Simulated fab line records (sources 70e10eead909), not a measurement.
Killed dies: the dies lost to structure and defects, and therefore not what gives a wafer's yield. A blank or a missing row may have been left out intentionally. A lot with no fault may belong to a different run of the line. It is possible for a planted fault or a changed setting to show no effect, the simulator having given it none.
Problem report, 8D (eight disciplines) form, completed by code / flow nand-harc / the parts of the form that need people (team, actions taken, sign-off) are left out

1. THE ISSUE
Mean of rf-fwd-power-W at NHARC_THIN_TSV_ETCHBACK_48: 839.3 W across 6 wafers in 2 lots; on wafers with no fault it is 598.8 W (standard deviation 1.9). That is +99 or more standard deviations from the usual mean.
The step: etches the open film in C4F8/Ar, target depth 1028.5 nm, time 405.17 s.
First seen on wafer L827.3, day 23 12:53, on rie-diel-09. At this step, 36 wafers from 12 lots have a number in the record. Rule for "out", or "out of limits": more than 4 standard deviations from the usual mean. The rest of the wafers with a number are treated as sound.

2. WHAT THIS IS AND IS NOT
question=which readings at this step | is=rf-fwd-power-W, oes-product-au | is not=-
question=which lots | is=L827, L828 | is not=L809, L811, L814, L815, L817, L819, L829, L830, L831, L832
question=which wafers of those lots | is=all that have a number | is not=-
question=read on which tools | is=rie-diel-09 | is not=rie-diel-08, rie-diel-10
question=when | is=from day 23 12:53 | is not=up to then (18 sound wafers); but 12 sound wafers of L829, L830, L831, L832 came after

3. WHAT RULES OUT EACH SUSPECT
Counting: a tool at a process step up to the reading stays a suspect if it ran every lot that is out and no sound lot after the first of them.
- rie-diel-09 at NHARC_THIN_TSV_ETCHBACK_48 (etches the open film in C4F8/Ar, target depth 1028.5 nm, time 405.17 s): kept. All lots that are out passed through it, beginning with L827 at day 23 12:53, and no sound lot followed; its final sound lot before that point was L819 at day 21 04:29. Its own oes-product-au, rf-fwd-power-W readings are out on those wafers.
Left after counting: rie-diel-09 at NHARC_THIN_TSV_ETCHBACK_48.

4. THE CAUSE (what the simulator had put in)
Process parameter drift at NHARC_THIN_TSV_ETCHBACK_48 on rie-diel-09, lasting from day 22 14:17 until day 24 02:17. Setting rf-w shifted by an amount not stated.
This tool alone remained once counting was done.

5. THE CHAIN OF EFFECTS, in route order
One row per reading whose mean, taken over the struck wafers that have a number, lies over 3 standard deviations from the usual. Scope: only readings with a usual standard deviation given in the record; hours: median across lots of the time from each lot's start at the first step in this table that gives one to its start at this step; sigmas: change in usual standard deviations.
hours=0; step=NHARC_THIN_TSV_ETCHBACK_48; reading=oes-product-au; usual=0.937 a.u.; on struck wafers=1.160; change=+0.223; sigmas=+7.4
hours=0; step=NHARC_THIN_TSV_ETCHBACK_48; reading=rf-fwd-power-W; usual=598.8 W; on struck wafers=839.3; change=+240.5; sigmas=+99 or more
Process steps it contains:
- NHARC_THIN_TSV_ETCHBACK_48: etches the open film in C4F8/Ar, target depth 1028.5 nm, time 405.17 s.

6. WHAT WOULD HAVE CAUGHT IT SOONER
In this record no reading fell out of limits until day 23 12:53, 23 hours after the fault had begun at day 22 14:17.
